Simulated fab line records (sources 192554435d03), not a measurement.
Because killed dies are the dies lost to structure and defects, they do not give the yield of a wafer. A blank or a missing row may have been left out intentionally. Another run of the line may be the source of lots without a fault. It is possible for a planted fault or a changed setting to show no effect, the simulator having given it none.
Chamber matching    flow n5 finfet    ald sin-03 running N5_STI_FIN_REVEAL_ALD_14: 4 sister chambers
The step deposits Si3N4, target thk 3 nm. 4 wafers are shown with their chamber, then 9 later ones without.

== WAFERS, EACH WITH ITS CHAMBER ==
wafer   chamber  heater power w (W)
L087.1  0        874
L087.3  2        732
L088.3  1        792
L088.6  3        872

== WAFERS WITH NO CHAMBER GIVEN ==
wafer   heater power w (W)
L089.1  842
L089.2  746
L089.4  781
L092.3  783
L092.4  891
L092.5  855
L093.1  749
L093.4  876
L093.6  766

== WHICH CHAMBER EACH WENT THROUGH ==
wafer   from the rows above           in truth
L089.1  can't be placed: 3 or 0 or 1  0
L089.2  can't be placed: 2 or 1       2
L089.4  1                             1
L092.3  1                             1
L092.4  can't be placed: 0 or 3       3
L092.5  can't be placed: 3 or 0       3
L093.1  can't be placed: 2 or 1       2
L093.4  can't be placed: 0 or 3       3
L093.6  can't be placed: 1 or 2       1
2 of 9 placed correctly. Can't be placed from these rows: 7 (the true chamber is among the candidates in 7). Placed wrongly: 0.
How it was worked out, from the rows above alone: a wafer's distance from a chamber is the root of the sum, over the readings, of the square of ((its reading less the chamber's mean) divided by the reading's scatter). The wafer belongs to the nearest chamber; if the next one is less than 2 further off, it can't be placed. The mean given for a chamber averages the wafers shown for that chamber. The scatter: with one shown wafer a chamber, the root of the mean of the squares of how far each hidden wafer lies from its nearest shown one.
